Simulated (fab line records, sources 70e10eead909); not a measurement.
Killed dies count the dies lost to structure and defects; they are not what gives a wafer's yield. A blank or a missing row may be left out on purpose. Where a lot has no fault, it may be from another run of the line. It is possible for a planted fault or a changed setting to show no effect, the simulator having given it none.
Matching of chambers    flow nandHarc    cmp-02 running NHARC_A_M1_CMP_23: 4 sister chambers
The step polishes, t overpolish 20 s, target thk 154.34 nm. 4 wafers are shown with their chamber, then 8 later ones without.

== WAFERS WITH THEIR CHAMBER ==
wafer   chamber  motorCurrentA (A)
L083.5  2        13.2
L088.3  1        10.8
L088.4  3        12.0
L088.1  0        10.7

== WAFERS WHOSE CHAMBER IS MISSING ==
wafer   motorCurrentA (A)
L088.2  13.5
L088.5  11.6
L090.3  10.5
L090.4  11.3
L090.5  10.8
L091.1  10.6
L091.2  11.8
L091.6  11.0

== CHAMBER TAKEN BY EACH ==
wafer   from the rows above           in truth
L088.2  2                             2
L088.5  can't be placed: 3 or 1 or 0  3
L090.3  can't be placed: 0 or 1       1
L090.4  can't be placed: 1 or 0 or 3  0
L090.5  can't be placed: 1 or 0       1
L091.1  can't be placed: 0 or 1       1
L091.2  3                             3
L091.6  can't be placed: 1 or 0       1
Correctly placed: 2 of 8. Not placeable from these rows: 6 (in 6, the candidates include the true chamber). Number placed wrongly: 0.
How it was worked out, from the rows above alone: a wafer's distance from a chamber is the root of the sum, over the readings, of the square of ((its reading less the chamber's mean) divided by the reading's scatter). If the next closest chamber is less than 2 further off than the closest, the wafer can't be placed; otherwise it belongs to the closest. For every chamber, the mean is computed from those of its wafers that are shown. The scatter (one wafer shown for each chamber): square how far every hidden wafer sits from the nearest shown wafer, average those squares and take the square root.
